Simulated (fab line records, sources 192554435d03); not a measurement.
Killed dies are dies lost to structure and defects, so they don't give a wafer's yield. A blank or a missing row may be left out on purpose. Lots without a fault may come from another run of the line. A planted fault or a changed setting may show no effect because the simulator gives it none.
Which tool did it? | flow n5_finfet | 9 lots, 27 wafers sampled, at 4 steps of a route of 1938

WHAT THE GAUGES READ, wafer by wafer
N5_SD_EPI_N_CD_MEAS_09: target cd 120 nm.
lot  | measured    | on        | cd_nm (nm)
L309 | day 3 01:17 | cd_sem-01 | 119.6 120.6 119.9
L311 | day 3 12:42 | cd_sem-03 | 120.7 121.2 121.1
L312 | day 3 17:45 | cd_sem-01 | 121.1 120.8 119.8
L314 | day 4 10:40 | cd_sem-01 | 120.3 119.8 120.0
L315 | day 4 13:45 | cd_sem-02 | 118.8 117.7 118.0
L316 | day 4 20:59 | cd_sem-01 | 120.9 120.2 121.4
L323 | day 6 14:07 | cd_sem-01 | 118.9 119.3 120.7
L330 | day 8 07:02 | cd_sem-02 | 120.9 121.6 121.0
L331 | day 8 14:52 | cd_sem-02 | 120.2 121.0 120.3

WHICH TOOL RAN EACH LOT (tool, then ch and the chambers of the sampled wafers, then the start)
lot  | N5_DUMMY_GATE_ETCH_32           | N5_DUMMY_GATE_ETCH_44           | N5_SD_EPI_N_DEVELOP_08
L309 | rie_si-06 ch 1,2,3, day 2 23:55 | rie_si-06 ch 1,2,3, day 3 00:01 | litho_track-01 ch 0, day 3 01:14
L311 | rie_si-06 ch 0,1,2, day 3 11:10 | rie_si-06 ch 0,1,2, day 3 11:16 | litho_track-04 ch 0, day 3 12:38
L312 | rie_si-05 ch 1,2,3, day 3 16:16 | rie_si-05 ch 1,2,3, day 3 16:20 | litho_track-04 ch 0, day 3 17:41
L314 | rie_si-06 ch 1,2, day 4 08:00   | rie_si-06 ch 1,2, day 4 08:05   | litho_track-04 ch 0, day 4 10:37
L315 | rie_si-06 ch 1,2,3, day 4 12:20 | rie_si-06 ch 1,2,3, day 4 12:25 | litho_track-04 ch 0, day 4 13:41
L316 | rie_si-06 ch 0,2,3, day 4 19:05 | rie_si-06 ch 0,2,3, day 4 19:11 | litho_track-03 ch 0, day 4 20:56
L323 | rie_si-06 ch 1,2, day 6 12:37   | rie_si-06 ch 1,2, day 6 12:43   | litho_track-01 ch 0, day 6 14:04
L330 | rie_si-01 ch 0,3, day 8 05:34   | rie_si-01 ch 0,3, day 8 05:39   | litho_track-03 ch 0, day 8 06:58
L331 | rie_si-05 ch 0,3, day 8 12:56   | rie_si-05 ch 0,3, day 8 13:02   | litho_track-03 ch 0, day 8 14:49
- N5_DUMMY_GATE_ETCH_32: etches SiO2 in CF4, target depth 3.5 nm, time 3.9 s.
- N5_DUMMY_GATE_ETCH_44: etches poly-Si in HBr/O2, stops on SiO2, target depth 127.5 nm.
- N5_SD_EPI_N_DEVELOP_08: develop time 30 s.

THE ANSWER, worked out from the rows above alone
Rule: what is usual is taken from the lots themselves. Put in order of their means at a reading, lots are off if they are a third of the lots or fewer, leave a main group of 4 or more, and stand apart from it by a gap of 3 or more times the standard deviation of the main group's means; of several such gaps the widest counts. A main group whose means are all the same, to the digits that the tables above print for the reading, isn't used. A lot without any number at a reading at which 4 lots or more have one is off too. The other lots that the step has rows for count as sound.
No lot is off at any reading shown: from this, nothing can be told.

WHAT THE SIMULATOR HAD PUT IN
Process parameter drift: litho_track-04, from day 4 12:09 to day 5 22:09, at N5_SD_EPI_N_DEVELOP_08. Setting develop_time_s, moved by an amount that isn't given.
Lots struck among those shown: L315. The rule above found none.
